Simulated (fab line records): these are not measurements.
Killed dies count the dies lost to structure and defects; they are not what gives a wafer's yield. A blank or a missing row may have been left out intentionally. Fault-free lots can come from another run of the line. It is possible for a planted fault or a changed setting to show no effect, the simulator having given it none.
Chamber matching	flow nandHarc	rieDiel-03 running NHARC_P_BONDPAD_STRIP_15: 4 sister chambers
The step strips in O2. 4 wafers are shown with their chamber, then 12 later ones without.

## WAFERS, EACH WITH ITS CHAMBER
wafer	chamber	showerheadPlenumPTorr (Torr)
L088.2	3	3.78
L090.1	0	3.49
L090.3	2	3.67
L090.4	1	3.49

## WAFERS MISSING THEIR CHAMBER
wafer	showerheadPlenumPTorr (Torr)
L091.2	3.49
L091.4	3.67
L091.5	3.67
L094.1	3.49
L094.3	3.67
L094.5	3.49
L096.3	3.67
L096.4	3.49
L096.6	3.49
L095.2	3.49
L095.3	3.49
L095.5	3.77

## WHICH CHAMBER EACH WENT THROUGH
wafer	from the rows above	in truth
L091.2	can't be placed: 0 or 1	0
L091.4	2	2
L091.5	2	2
L094.1	can't be placed: 0 or 1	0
L094.3	2	2
L094.5	can't be placed: 0 or 1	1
L096.3	2	2
L096.4	can't be placed: 0 or 1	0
L096.6	can't be placed: 0 or 1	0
L095.2	can't be placed: 0 or 1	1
L095.3	can't be placed: 0 or 1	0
L095.5	3	3
Correctly placed: 5 of 12. Cannot be placed on the basis of these rows: 7; the candidates contain the true chamber in 7. Wrongly placed: 0.
How it was worked out, from the rows above alone: a wafer's distance from a chamber is the root of the sum, over the readings, of the square of ((its reading less the chamber's mean) divided by the reading's scatter). If the next closest chamber is less than 2 further off than the closest, the wafer can't be placed; otherwise it belongs to the closest. The mean given for a chamber averages the wafers shown for that chamber. The scatter: root of mean squared gap, hidden wafer to nearest shown wafer, with one shown wafer a chamber.
